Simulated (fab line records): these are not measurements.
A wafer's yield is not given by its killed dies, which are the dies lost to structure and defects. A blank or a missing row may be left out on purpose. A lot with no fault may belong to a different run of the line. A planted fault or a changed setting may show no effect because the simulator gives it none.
Chamber matching | flow n5Finfet | N5_BEOL_M1_STRIP_36 on rieDiel-04: 4 sister chambers
The step strips in N2/H2. 14 wafers are shown with their chamber, then 7 later ones without.

== WAFERS, EACH WITH ITS CHAMBER ==
wafer  | chamber | throttleValvePct (%) | oesProductAu (a.u.) | rfVppV (V)
L860.1 | 2       | 24.05                | 0.64                | 59.7
L860.2 | 0       | 23.68                | 0.85                | 58.8
L860.3 | 1       | 23.53                | 0.70                | 61.8
L865.1 | 2       | 24.04                | 0.65                | 59.2
L865.3 | 1       | 23.51                | 0.69                | 58.6
L865.5 | 1       | 23.51                | 0.69                | 59.4
L866.2 | 0       | 23.68                | 0.84                | 59.0
L866.3 | 1       | 23.53                | 0.67                | 58.4
L866.6 | 3       | 24.00                | 0.79                | 60.8
L868.3 | 2       | 23.71                | 0.98                | 60.8
L868.5 | 2       | 23.71                | 0.98                | 58.0
L868.6 | 0       | 23.67                | 0.83                | 57.8
L869.2 | 2       | 23.70                | 0.98                | 58.4
L869.5 | 3       | 24.03                | 0.76                | 59.6

SIGNATURES (means of the wafers above)
reading          | chamber 0 | chamber 1 | chamber 2 | chamber 3 | scatter within a chamber
throttleValvePct | 23.6767   | 23.5200   | 23.8420   | 24.0150   | 0.118
oesProductAu     | 0.8400    | 0.6875    | 0.8460    | 0.7750    | 0.117
rfVppV           | 58.533    | 59.550    | 59.220    | 60.200    | 1.17
Rule: distance of a wafer from a chamber = root of the sum over the readings of ((wafer's reading minus chamber's mean) / reading's scatter) squared. If the next closest chamber is less than 2 further off than the closest, the wafer can't be placed; otherwise it belongs to the closest. How the scatter is found: for the shown wafers, subtract from each reading the mean of its chamber, square and add these, divide the total by (wafers less chambers), then take the root.

== WAFERS MISSING THEIR CHAMBER ==
wafer  | throttleValvePct (%) | oesProductAu (a.u.) | rfVppV (V)
L869.6 | 23.66                | 0.82                | 58.4
L878.2 | 23.70                | 0.93                | 59.6
L878.3 | 23.68                | 0.82                | 60.5
L878.4 | 23.57                | 0.67                | 59.3
L879.1 | 23.68                | 0.93                | 58.6
L879.4 | 23.71                | 0.94                | 61.0
L879.5 | 24.06                | 0.77                | 62.1

== WHICH CHAMBER EACH ONE RAN IN ==
wafer  | from the rows above               | in truth
L869.6 | can't be placed: 0 or 2 or 1      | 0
L878.2 | can't be placed: 0 or 2 or 1 or 3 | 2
L878.3 | can't be placed: 0 or 2 or 1 or 3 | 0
L878.4 | can't be placed: 1 or 0           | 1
L879.1 | can't be placed: 0 or 2 or 1      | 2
L879.4 | can't be placed: 2 or 0 or 1 or 3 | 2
L879.5 | can't be placed: 3 or 2           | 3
Placed correctly: 0 of 7. Cannot be placed on the basis of these rows: 7; the candidates contain the true chamber in 7. Number placed wrongly: 0.
